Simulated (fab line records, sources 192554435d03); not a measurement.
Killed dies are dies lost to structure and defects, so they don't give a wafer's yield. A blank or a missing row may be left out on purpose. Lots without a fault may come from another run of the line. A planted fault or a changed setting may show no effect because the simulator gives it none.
fab line records | flow n5_finfet
record lots=6 wafers=18 last_day=19
route steps=1938 shown BEOL_M9@1463 BEOL_M10@1470 PASSIVATION@1936
lots that met no fault: from a run of the same line without faults
start_h: hours from the record's first day to the start of the lot's first wafer shown | wait_h: hours since the lot's step before | " the same as in the row above | L1.1+2: a row that stands for several wafers | - no value, or no start given | * or withheld: withheld | < > ~ a bound
route shown NAME@n: a module of which the file shows steps, and the number in the route of the first | usual: mean/standard deviation of fault-free wafers | same: alike in all rows | chamber/n: place in a boat | sites: the reading at each site | _std_site: their standard deviation | _edge_site: outer sites' mean less inner sites' | radius_mm: how far each site lies from the wafer's centre | mask NAME#n: copy n | behind: the tool/chamber that last shaped the wafer | hold: why the lot was held/for how many hours/how that ended | device: the transistor (n, p or np) that didn't switch | end of line: the same wafers' tests at the end of the route | a step without rows: its recipe alone | killed: dies lost to structure and defects at the first sort, not the wafer's yield | map: a wafer's dies, x killed, . not, _ none there
set.NAME: the setting as run; set.NAME@STEP: as run at that earlier step | model.NAME: the simulator's own value behind a step, which no gauge read
lots at some steps of the route; a table a step, a row a wafer
services: from which hour (start_h, from the record's first day; less than 0 if before it) a tool's chamber was out of use, for how many hours, and why
## steps
# step N5_BEOL_M9_ANNEAL_51
# recipe temp_c=225 time_s=90 ambient=N2
# usual wafer_temp_C_max=226.0/0.4
# columns lot.wafer tool chamber start_h wait_h wafer_temp_C_max
L449.2 rtp_anneal-02 0 243.76 0.6 226.1
L449.3 " 0 " " 226.0
L449.4 " 0 " " 225.7
L456.1 rtp_anneal-02 0 279.44 0.4 226.0
L456.3 " 0 " " 226.4
L456.6 " 0 " " 226.1
L458.2 rtp_anneal-02 0 312.79 0.1 226.4
L458.5 " 0 " " 226.0
L458.6 " 0 " " 226.6
L463.3 rtp_anneal-02 0 366.16 2.1 226.5
L463.4 " 0 " " 225.7
L463.5 " 0 " " 226.2
L467.3 rtp_anneal-01 0 395.41 0.1 225.6
L467.4 " 0 " " 225.6
L467.6 " 0 " " 225.7
L469.2 rtp_anneal-01 0 398.18 0.2 225.5
L469.3 " 0 " " 225.9
L469.6 " 0 " " 225.4
# step N5_BEOL_M9_CMP_52
# recipe stop_on=SiCOH_lowk t_overpolish_s=7 down_force_psi=1 platen_rpm=50 clearing_platen_down_force_psi=1.5 clearing_platen_rpm=50 post_cmp_clean=cu_alkaline target_thk_nm=140 clearing_platen_pad_velocity_m_s=0.99484 pad_velocity_m_s=0.99484
# step N5_BEOL_M9_THK_MEAS_53
# recipe thk_meas_gauge=xrf reads=Cu_of_BEOL_M9_ECD_50
# usual M9_THK=139.7/2.2
# columns lot.wafer tool chamber start_h wait_h M9_THK[nm]
L449.2 film_metro-01 - 244.31 - 135.3
L449.3 " - " " 137.8
L449.4 " - " " 138.9
L456.1 film_metro-02 - 280.05 - 140.0
L456.3 " - " " 142.4
L456.6 " - " " 140.1
L458.2 film_metro-02 - 313.34 - 141.6
L458.5 " - " " 144.4
L458.6 " - " " 140.9
L463.3 film_metro-01 - 366.67 - 140.3
L463.4 " - " " 141.8
L463.5 " - " " 137.7
L467.3 film_metro-02 - 395.91 - 138.1
L467.4 " - " " 139.7
L467.6 " - " " 137.1
L469.2 film_metro-01 - 398.73 - 139.1
L469.3 " - " " 142.1
L469.6 " - " " 138.4
# step N5_BEOL_M9_PRE_CLEAN_55
# recipe gas=NH3 time_s=15 temp_c=withheld rf_power_w=300
# step N5_BEOL_M9_DEP_56
# recipe material=SiCN target_thk_a=150 temp_c=withheld precursor=3MS/NH3 pressure_torr=3 rf_w=202 time_s=26.5
# usual showerhead_plenum_p_Torr=3.669/0.012 throttle_valve_pct=9.0/0.61
# columns lot.wafer tool chamber start_h wait_h showerhead_plenum_p_Torr throttle_valve_pct
L449.2 pecvd-02 0 244.37 0.0 3.676 9.8
L449.3 " 1 " " 3.667 9.6
L449.4 " 1 " " 3.671 9.7
L456.1 pecvd-04 1 280.11 0.0 3.685 8.8
L456.3 " 0 " " 3.676 9.4
L456.6 " 0 " " 3.659 9.7
L458.2 pecvd-02 1 313.40 0.0 3.664 9.9
L458.5 " 0 " " 3.666 9.6
L458.6 " 2 " " 3.669 8.4
L463.3 pecvd-02 2 366.76 0.0 3.673 8.5
L463.4 " 0 " " 3.654 9.9
L463.5 " 2 " " 3.667 8.4
L467.3 pecvd-01 1 395.97 0.0 3.664 9.1
L467.4 " 1 " " 3.672 9.0
L467.6 " 0 " " 3.644 8.8
L469.2 pecvd-04 0 398.79 0.0 3.662 9.7
L469.3 " 2 " " 3.681 8.7
L469.6 " 1 " " 3.694 8.5
# step N5_BEOL_M9_RS_MEAS_57
# recipe thk_meas_gauge=four-point-probe reads=Cu_of_BEOL_M9_ECD_50+Co_of_BEOL_M9_CVD_78+TaN_of_BEOL_M9_ALD_74
# usual M9_RS=0.1518/0.0025
# columns lot.wafer tool chamber start_h wait_h M9_RS[ohm/sq]
L449.2 film_metro-02 - 244.45 0.1 0.1554
L449.3 " - " " 0.1517
L449.4 " - " " 0.1506
L456.1 film_metro-02 - 280.18 0.1 0.1509
L456.3 " - " " 0.1482
L456.6 " - " " 0.1506
L458.2 film_metro-02 - 313.48 0.1 0.1521
L458.5 " - " " 0.1482
L458.6 " - " " 0.1511
L463.3 film_metro-02 - 366.84 0.1 0.1518
L463.4 " - " " 0.1497
L463.5 " - " " 0.1539
L467.3 film_metro-02 - 396.05 0.1 0.1521
L467.4 " - " " 0.1495
L467.6 " - " " 0.1533
L469.2 film_metro-01 - 398.88 0.1 0.1519
L469.3 " - " " 0.1487
L469.6 " - " " 0.1523
# step N5_BEOL_M9_INSPECT_58
# recipe inspect_instrument=darkfield mode=post_dep
# usual raw_defect_count=62/19
# columns lot.wafer tool chamber start_h wait_h raw_defect_count
L449.2 defect_inspect-01 - 244.47 0.0 39
L449.3 " - " " 77
L449.4 " - " " 55
L456.1 defect_inspect-01 - 280.21 0.0 49
L456.3 " - " " 84
L456.6 " - " " 86
L458.2 defect_inspect-02 - 313.50 0.0 104
L458.5 " - " " 87
L458.6 " - " " 79
L463.3 defect_inspect-01 - 366.86 0.0 50
L463.4 " - " " 32
L463.5 " - " " 63
L467.3 defect_inspect-01 - 396.07 0.0 97
L467.4 " - " " 89
L467.6 " - " " 73
L469.2 defect_inspect-01 - 398.90 0.0 37
L469.3 " - " " 41
L469.6 " - " " 50
# step N5_BEOL_M10_ILD_DEP_00
# recipe material=SiCOH_lowk target_thk_a=3085.1 temp_c=300 precursor=DEMS/porogen pressure_torr=5 rf_w=500 time_s=58
# step N5_BEOL_M10_CURE_71
# recipe temp_c=385 time_s=240 ambient=He/Ar material=SiCOH_lowk
# usual lamp_power_pct=52.31/0.055 wafer_temp_C_max=387.1/0.66
# columns lot.wafer tool chamber start_h wait_h lamp_power_pct wafer_temp_C_max
L449.2 uv_cure-01 2 244.74 0.2 52.37 386.1
L449.3 " 2 " " 52.37 387.1
L449.4 " 2 " " 52.32 386.7
L456.1 uv_cure-03 2 280.43 0.2 52.32 388.2
L456.3 " 2 " " 52.28 388.7
L456.6 " 2 " " 52.41 388.1
L458.2 uv_cure-03 0 313.70 0.1 52.33 387.8
L458.5 " 0 " " 52.25 387.7
L458.6 " 0 " " 52.28 387.0
L463.3 uv_cure-01 0 367.14 0.2 52.24 387.4
L463.4 " 0 " " 52.28 387.5
L463.5 " 0 " " 52.23 386.5
L467.3 uv_cure-03 1 396.79 0.7 52.35 386.5
L467.4 " 1 " " 52.30 386.4
L467.6 " 1 " " 52.30 386.7
L469.2 uv_cure-01 2 399.10 0.1 52.31 386.8
L469.3 " 2 " " 52.30 386.7
L469.6 " 2 " " 52.34 386.6
# step N5_BEOL_M10_THK_MEAS_01
# recipe reads=SiCOH_lowk_of_BEOL_M10_ILD_DEP_00
# usual M10_ILD_THK=267/3
# columns lot.wafer tool chamber start_h wait_h M10_ILD_THK[nm]
L449.2 film_metro-01 - 245.18 0.4 267
L449.3 " - " " 268
L449.4 " - " " 270
L456.1 film_metro-01 - 280.94 0.4 265
L456.3 " - " " 263
L456.6 " - " " 264
L458.2 film_metro-02 - 314.13 0.4 263
L458.5 " - " " 271
L458.6 " - " " 268
L463.3 film_metro-01 - 367.49 0.3 268
L463.4 " - " " 271
L463.5 " - " " 269
L467.3 film_metro-01 - 397.14 0.3 266
L467.4 " - " " 266
L467.6 " - " " 268
L469.2 film_metro-02 - 399.53 0.4 263
L469.3 " - " " 265
L469.6 " - " " 267
# step N5_BEOL_M10_PECVD_70
# recipe material=SiO2 target_thk_a=200 temp_c=400 precursor=TEOS/O2 pressure_torr=5.5 rf_w=450 teos_flow_sccm=53.8 gas=O2 flow_sccm=3000 time_s=22.7
# usual heater_power_w=737/87 showerhead_plenum_p_Torr=8.79/0.05 throttle_valve_pct=22.2/1.4
# columns lot.wafer tool chamber start_h wait_h heater_power_w showerhead_plenum_p_Torr throttle_valve_pct
L449.2 pecvd-01 2 245.21 0.0 714 8.83 20.4
L449.3 " 1 " " 749 8.79 23.0
L449.4 " 2 " " 727 8.84 20.5
L456.1 pecvd-04 0 280.98 0.0 678 8.81 23.8
L456.3 " 2 " " 630 8.84 21.5
L456.6 " 1 " " 728 8.90 21.3
L458.2 pecvd-03 2 314.17 0.0 651 8.75 20.6
L458.5 " 0 " " 733 8.79 24.9
L458.6 " 2 " " 642 8.78 20.7
L463.3 pecvd-04 1 367.53 0.0 683 8.90 20.8
L463.4 " 0 " " 628 8.81 24.0
L463.5 " 1 " " 670 8.93 20.8
L467.3 pecvd-03 1 397.18 0.0 812 8.79 22.5
L467.4 " 1 " " 816 8.81 22.3
L467.6 " 2 " " 780 8.79 20.8
L469.2 pecvd-04 0 399.57 0.0 664 8.79 23.8
L469.3 " 2 " " 690 8.82 21.7
L469.6 " 2 " " 659 8.83 21.8
# step N5_BEOL_M10_HM_DEP_02
# recipe material=TiN target_thk_a=200 temp_c=25 chamber_pressure_pa=0.49996
# usual chamber_pressure_pa=0.5000/0.00096 throttle_valve_pct=30.2/1.4
# columns lot.wafer tool chamber start_h wait_h chamber_pressure_pa throttle_valve_pct
L449.2 pvd_sputter-01 - 247.01 1.8 0.4995 29.0
L449.3 " - " " 0.5009 30.1
L449.4 " - " " 0.4991 28.2
L456.1 pvd_sputter-02 - 282.91 1.9 0.4998 29.0
L456.3 " - " " 0.5008 29.2
L456.6 " - " " 0.4999 29.1
L458.2 pvd_sputter-02 - 315.30 1.1 0.5013 29.2
L458.5 " - " " 0.5003 29.3
L458.6 " - " " 0.5001 29.0
L463.3 pvd_sputter-03 - 368.84 1.3 0.5002 32.3
L463.4 " - " " 0.4998 31.0
L463.5 " - " " 0.5011 29.4
L467.3 pvd_sputter-02 - 398.47 1.3 0.5001 29.2
L467.4 " - " " 0.5016 29.2
L467.6 " - " " 0.5017 32.3
L469.2 pvd_sputter-01 - 402.02 2.4 0.4995 29.1
L469.3 " - " " 0.5001 32.9
L469.6 " - " " 0.4994 29.3
# step N5_BEOL_M10_COAT_59
# recipe resist=SOC temp_c=250 time_s=60 spin_rpm=1500 resist_thk_nm=100
# usual dispense_pressure_kPa=50/5.3 heater_power_total_W=500.7/1.8 plate_temp_C=249.95/0.17
# columns lot.wafer tool chamber start_h wait_h dispense_pressure_kPa heater_power_total_W plate_temp_C
L449.2 litho_track-05 0 247.13 0.1 57 501.7 249.92
L449.3 " 0 " " 57 502.2 249.97
L449.4 " 0 " " 57 501.2 249.96
L456.1 litho_track-05 0 283.04 0.1 57 509.8 253.15
L456.3 " 0 " " 57 509.5 253.23
L456.6 " 0 " " 57 511.9 253.29
L458.2 litho_track-05 0 315.42 0.1 57 509.6 253.30
L458.5 " 0 " " 57 510.9 253.51
L458.6 " 0 " " 57 507.4 253.51
L463.3 litho_track-04 0 368.96 0.1 47 497.9 249.99
L463.4 " 0 " " 47 501.3 250.24
L463.5 " 0 " " 47 501.9 249.98
L467.3 litho_track-05 0 398.60 0.1 57 500.5 249.91
L467.4 " 0 " " 57 497.6 250.19
L467.6 " 0 " " 57 502.1 250.21
L469.2 litho_track-05 0 402.14 0.1 57 501.5 249.87
L469.3 " 0 " " 57 497.9 249.68
L469.6 " 0 " " 57 501.7 249.81
# step N5_BEOL_M10_COAT_60
# recipe resist=SiARC temp_c=220 time_s=60 spin_rpm=1500 resist_thk_nm=30
# step N5_PASSIVATION_PROBE_49
# usual defect_limited_yield=90.9/1.3 killed_at_M0_to_M3=36/11 killed_at_M4_up=13/5.1 killed_at_contacts=14/4.9 killed_at_front_end=41/10 killed_at_other=3.4/2.6 killed_dies=107/16 killed_open=70/11 killed_short=36/7.8 sort_bin_5_function=5.4/0.84 sort_bin_6_memory=3.4/0.67 sort_n_pass=1073/16 sort_yield_pct=90.9/1.3
# same gross_dies=1180 killed_at_back_side=0 sort_bin_4_leakage[%]=0 sort_bin_8_speed[%]=0
# columns lot.wafer tool chamber start_h wait_h defect_limited_yield[%] killed_at_M0_to_M3 killed_at_M4_up killed_at_contacts killed_at_front_end killed_at_other killed_dies killed_open killed_short sort_bin_5_function[%] sort_bin_6_memory[%] sort_n_pass sort_yield_pct[%]
L467.3 prober-01 - 461.13 0.1 92.0 28 12 16 37 1 94 71 22 4.9 2.9 1086 92.0
L467.4 prober-01 - 461.18 0.2 89.9 59 9 10 37 4 119 84 31 6.2 3.6 1061 89.9
L467.6 prober-01 - 461.28 0.3 89.9 56 13 9 41 0 119 78 39 6.5 3.2 1061 89.9
# killed by level:class
L467.3 MOL_CONTACT_COAG:geometric_particle:open=14 DUMMY_GATE:geometric_particle:open=10 BEOL_M3:geometric_particle:open=7 FIN_SAQP:geometric_particle:open=6 STI_FIN_REVEAL:geometric_particle:open=5 BEOL_M0_SAQP:geometric_particle:open=5 BEOL_M2:geometric_particle:open=5 FIN_SAQP:geometric_particle:short=4
L467.4 BEOL_M0_SAQP:geometric_particle:open=16 BEOL_M3:geometric_particle:open=15 BEOL_M1:geometric_particle:open=10 FIN_SAQP:geometric_particle:open=8 BEOL_M0_SAQP:geometric_particle:short=8 STI_FIN_REVEAL:geometric_particle:open=7 MOL_CONTACT_COAG:geometric_particle:short=5 MOL_CONTACT_COAG:geometric_particle:open=5
L467.6 BEOL_M0_SAQP:geometric_particle:open=13 BEOL_M0_SAQP:geometric_particle:short=9 BEOL_M1:geometric_particle:open=9 MOL_CONTACT_COAG:geometric_particle:open=8 BEOL_M3:geometric_particle:short=8 STI_FIN_REVEAL:geometric_particle:open=7 BEOL_M3:geometric_particle:open=7 STARTING-WAFER:geometric_particle:open=6
## services
# columns tool chamber start_h hours kind
pecvd-04 1 224.13 2.1 scheduled_down
pecvd-01 2 250.90 5.5 scheduled_down
pecvd-02 2 255.76 6.7 repair
rtp_anneal-01 - 258.67 1.0 pm
pecvd-03 1 271.19 2.1 repair
pecvd-01 1 276.93 5.8 repair
pecvd-03 0 276.97 8.1 repair
pecvd-04 0 284.53 2.1 scheduled_down
pecvd-04 - 289.99 14.6 pm
pecvd-04 - 309.82 0.5 repair
uv_cure-03 - 334.74 4.5 pm
pecvd-01 1 338.02 2.1 scheduled_down
pecvd-02 2 347.40 5.5 scheduled_down
pecvd-04 2 358.74 6.5 repair
pecvd-02 1 364.95 2.1 scheduled_down
uv_cure-01 - 368.52 7.5 pm
pecvd-01 2 373.13 10.6 repair
litho_track-05 - 381.05 - consumable_replace:filter
pecvd-02 0 381.77 2.6 repair
pecvd-02 1 384.35 - clean
pecvd-02 1 384.35 - consumable_replace:showerhead
pecvd-02 1 384.35 29.0 scheduled_down
pecvd-02 1 384.35 29.0 vent_cycle
uv_cure-03 - 393.46 1.0 pm
## key
first_sign step=N5_BEOL_M10_COAT_59 reading=plate_temp_C direction=up sigmas=20 usual=* struck=*
effect step=N5_BEOL_M10_COAT_59 reading=heater_power_total_W direction=up sigmas=5.2 usual=* struck=*
met_at N5_BEOL_M10_COAT_59
struck_wafers L456.1,L456.3,L456.6,L458.2,L458.5,L458.6
onset_between 247.13 283.04
fault kind=process_parameter_drift tool=litho_track-05 chamber=- onset_h=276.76 steps=N5_BEOL_M10_COAT_59 channel=temp_c offset=* shape=step end_h=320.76 acts_in=* stated=*
